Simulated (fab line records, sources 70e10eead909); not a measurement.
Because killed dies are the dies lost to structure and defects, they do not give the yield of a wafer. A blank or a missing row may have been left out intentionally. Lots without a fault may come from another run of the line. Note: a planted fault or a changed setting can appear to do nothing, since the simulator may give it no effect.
Shared-tool check ; flow nandHarc ; Lots sampled 12, wafers sampled 42

WHAT PROMPTED THE OPENING
Flagged at NHARC_A_CHANNEL_HOLE_D1_INSPECT_40: reading rawDefectCount, on 2 of 12 lots. Wafers without a fault read 61, standard deviation 22.
Rule: flag the lot when none of its wafers has a number, or when each of its wafers that has one lies beyond 4 standard deviations from that mean. The rest of the lots are taken to be sound.

lot;measured;on;rawDefectCount, wafer by wafer;flag
L426;day 8 13:22;defectInspect-01;41 43 34;
L427;day 8 23:38;defectInspect-02;57 46 51;
L428;day 9 04:04;defectInspect-01;53 49 47;
L429;day 9 08:21;defectInspect-01;54 41 38;
L432;day 10 12:04;defectInspect-01;37 40 34;
L435;day 11 03:58;defectInspect-01;37 56 80;
L438;day 11 19:56;defectInspect-02;47 56 39;
L443;day 13 03:19;defectInspect-01;5968 6036 5974 5916 6026 5917;FLAGGED
L444;day 13 04:49;defectInspect-02;5674 5858 5934 5644 5856 5921;FLAGGED
L445;day 13 12:09;defectInspect-01;69 66 59;
L448;day 14 04:43;defectInspect-02;69 57 85;
L447;day 14 08:52;defectInspect-02;53 52 58;
On average the flagged lots read 5894, which is +5833 against the usual, or +99 or more standard deviations.

EACH LOT AND THE TOOL IT RAN ON
Before the reading, the record contains 2 process steps out of a 1159-step route. Each cell gives the tool, then ch followed by the chambers the sampled wafers passed through, then the start.
lot;flag;NHARC_A_CHANNEL_HOLE_D1_DEP_00;NHARC_A_CHANNEL_HOLE_D1_DESCUM_15
L426;;aclDep-01 ch 0, day 8 03:37;rieDiel-07 ch 1,2, day 8 06:29
L427;;aclDep-01 ch 0, day 8 13:55;rieDiel-07 ch 0,2,3, day 8 16:44
L428;;aclDep-01 ch 0, day 8 19:01;rieDiel-10 ch 0,1,3, day 8 21:13
L429;;aclDep-02 ch 0, day 8 22:36;rieDiel-04 ch 0,3, day 9 01:26
L432;;aclDep-03 ch 0, day 9 22:56;rieDiel-07 ch 2,3, day 10 01:47
L435;;aclDep-01 ch 0, day 10 18:15;rieDiel-10 ch 0,2, day 10 21:05
L438;;aclDep-03 ch 0, day 11 09:43;rieDiel-10 ch 0,1,3, day 11 12:36
L443;FLAGGED;aclDep-02, day 12 17:40;rieDiel-10 ch 0,2,3, day 12 20:26
L444;FLAGGED;aclDep-01, day 12 19:05;rieDiel-04 ch 0,2,3, day 12 21:57
L445;;aclDep-03 ch 0, day 13 02:54;rieDiel-10 ch 1,2,3, day 13 05:10
L448;;aclDep-03 ch 0, day 13 18:59;rieDiel-04 ch 1,2,3, day 13 21:50
L447;;aclDep-02 ch 0, day 13 19:27;rieDiel-10 ch 0,1, day 13 22:15
What these steps do:
- NHARC_A_CHANNEL_HOLE_D1_DEP_00: deposits aC, target thk 3100 nm.
- NHARC_A_CHANNEL_HOLE_D1_DESCUM_15: chemistry O2, time 3 s.
- NHARC_A_CHANNEL_HOLE_D1_INSPECT_40

FLAGGED OVER TOTAL, TOOL BY TOOL (the gauges that took the reading come last)
step;tool;lots run;flagged;share of the flagged lots;sound lots run after its first flagged lot
NHARC_A_CHANNEL_HOLE_D1_DEP_00;aclDep-01;5;1;some;0
NHARC_A_CHANNEL_HOLE_D1_DEP_00;aclDep-02;3;1;some;1 (L447)
NHARC_A_CHANNEL_HOLE_D1_DEP_00;aclDep-03;4;0;none;-
NHARC_A_CHANNEL_HOLE_D1_DESCUM_15;rieDiel-04;3;1;some;1 (L448)
NHARC_A_CHANNEL_HOLE_D1_DESCUM_15;rieDiel-07;3;0;none;-
NHARC_A_CHANNEL_HOLE_D1_DESCUM_15;rieDiel-10;6;1;some;2 (L445,L447)
NHARC_A_CHANNEL_HOLE_D1_INSPECT_40;defectInspect-01;7;1;some;1 (L445)
NHARC_A_CHANNEL_HOLE_D1_INSPECT_40;defectInspect-02;5;1;some;2 (L448,L447)

THE TABLE: WHAT IT ALLOWS
No row of the table ran every flagged lot.

WHAT THE SIMULATOR PUT IN
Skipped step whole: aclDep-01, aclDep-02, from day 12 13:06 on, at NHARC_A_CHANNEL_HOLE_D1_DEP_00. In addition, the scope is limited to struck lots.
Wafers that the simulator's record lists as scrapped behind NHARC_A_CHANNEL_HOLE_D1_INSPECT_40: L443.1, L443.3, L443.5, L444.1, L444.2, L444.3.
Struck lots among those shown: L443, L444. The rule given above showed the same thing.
